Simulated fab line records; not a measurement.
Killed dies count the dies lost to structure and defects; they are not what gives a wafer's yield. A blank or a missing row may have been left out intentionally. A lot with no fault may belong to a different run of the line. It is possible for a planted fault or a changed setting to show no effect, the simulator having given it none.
Matching of chambers -- flow n5_finfet -- N5_BEOL_M15_DEP_53 on pecvd-01 has 3 sister chambers
The step deposits SiCN from 3MS/NH3, target thk 50 nm, time 17.8 s. 6 wafers are shown with their chamber, then 8 later ones without.

== EACH WAFER AND ITS CHAMBER ==
wafer,chamber,throttle_valve_pct (%),showerhead_plenum_p_Torr (Torr)
L082.1,1,18.7,4.154
L086.2,1,18.9,4.136
L085.2,0,18.4,4.118
L085.3,2,17.0,4.133
L085.5,2,17.2,4.129
L087.3,0,18.0,4.109

== WAFERS WITH NO CHAMBER GIVEN ==
wafer,throttle_valve_pct (%),showerhead_plenum_p_Torr (Torr)
L087.4,18.2,4.108
L087.5,17.4,4.123
L090.1,18.1,4.111
L090.2,18.7,4.140
L090.6,17.6,4.125
L094.1,18.9,4.147
L094.2,18.2,4.101
L094.4,18.4,4.121

== WHICH CHAMBER EACH WENT THROUGH ==
wafer,from the rows above,in truth
L087.4,0,0
L087.5,2,2
L090.1,0,0
L090.2,1,1
L090.6,can't be placed: 2 or 0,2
L094.1,1,1
L094.2,0,0
L094.4,0,0
Correct placement for 7 of the 8. Not placeable from these rows: 1 (in 1, the candidates include the true chamber). Wrongly placed: 0.
How it was worked out, from the rows above alone: a wafer's distance from a chamber is the root of the sum, over the readings, of the square of ((its reading less the chamber's mean) divided by the reading's scatter). The wafer belongs to the nearest chamber; if the next one is less than 2 further off, it can't be placed. For every chamber, the mean is computed from those of its wafers that are shown. The scatter is the square root of a quotient: the sum, over the shown wafers, of each reading's squared deviation from its chamber's mean, divided by wafers minus chambers.
